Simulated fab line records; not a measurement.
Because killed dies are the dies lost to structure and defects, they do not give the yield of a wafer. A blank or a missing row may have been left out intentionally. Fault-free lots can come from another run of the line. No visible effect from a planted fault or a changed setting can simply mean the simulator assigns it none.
Matching of chambers	flow n5-finfet	4 sister chambers for N5_MOL_CONTACT_COAG_ETCHBACK_135 on rie-diel-04
The step etches SiO2 in CHF3, target depth 25 nm, time 16.7 s. 24 wafers are shown with their chamber, then 12 later ones without.

WAFERS, EACH WITH ITS CHAMBER
wafer	chamber	drypump-motor-current-A (A)	showerhead-plenum-p-Torr (Torr)	rf-vpp-V (V)
L078.3	2	4.7	2.42	531
L078.5	1	5.4	2.29	517
L078.6	0	6.1	2.35	526
L080.1	1	5.4	2.29	516
L080.2	2	4.7	2.42	530
L080.3	3	5.5	2.45	533
L081.1	3	5.5	2.44	533
L081.3	2	4.8	2.42	532
L081.6	1	5.4	2.28	516
L083.3	3	5.5	2.44	534
L083.4	0	6.1	2.35	525
L083.6	3	5.5	2.44	534
L084.1	3	5.5	2.44	534
L084.4	2	4.7	2.42	532
L084.6	0	6.2	2.34	526
L085.2	1	5.4	2.28	517
L085.3	3	5.5	2.44	533
L085.4	0	6.1	2.35	525
L087.1	3	5.5	2.44	533
L087.4	1	5.4	2.28	514
L087.5	0	6.1	2.34	526
L089.3	3	5.5	2.44	533
L089.4	2	4.7	2.41	531
L089.6	2	4.7	2.42	530

SIGNATURES (means of the wafers above)
reading	chamber 0	chamber 1	chamber 2	chamber 3	scatter within a chamber
drypump-motor-current-A	6.120	5.400	4.717	5.500	0.0286
showerhead-plenum-p-Torr	2.3460	2.2840	2.4183	2.4413	0.00453
rf-vpp-V	525.60	516.00	531.00	533.38	0.809
Rule: distance of a wafer from a chamber = root of the sum over the readings of ((wafer's reading minus chamber's mean) / reading's scatter) squared. If the next closest chamber is less than 2 further off than the closest, the wafer can't be placed; otherwise it belongs to the closest. The scatter: take each reading less its chamber's mean, square it, sum over the shown wafers, divide by the number of wafers less the number of chambers, and take the root.

WAFERS WHOSE CHAMBER IS MISSING
wafer	drypump-motor-current-A (A)	showerhead-plenum-p-Torr (Torr)	rf-vpp-V (V)
L092.1	4.8	2.41	531
L092.2	6.1	2.34	526
L092.5	5.5	2.44	533
L096.1	5.5	2.44	534
L096.2	5.4	2.27	515
L096.3	4.7	2.41	531
L096.4	6.1	2.33	525
L096.5	6.1	2.33	525
L096.6	5.4	2.27	514
L097.2	5.4	2.27	515
L097.3	4.7	2.41	531
L097.5	5.5	2.43	531

EACH ONE'S CHAMBER
wafer	from the rows above	in truth
L092.1	2	2
L092.2	0	0
L092.5	3	3
L096.1	3	3
L096.2	1	1
L096.3	2	2
L096.4	0	0
L096.5	0	0
L096.6	1	1
L097.2	1	1
L097.3	2	2
L097.5	3	3
Placed correctly: 12 of 12. Can't be placed from these rows: 0. Number placed wrongly: 0.
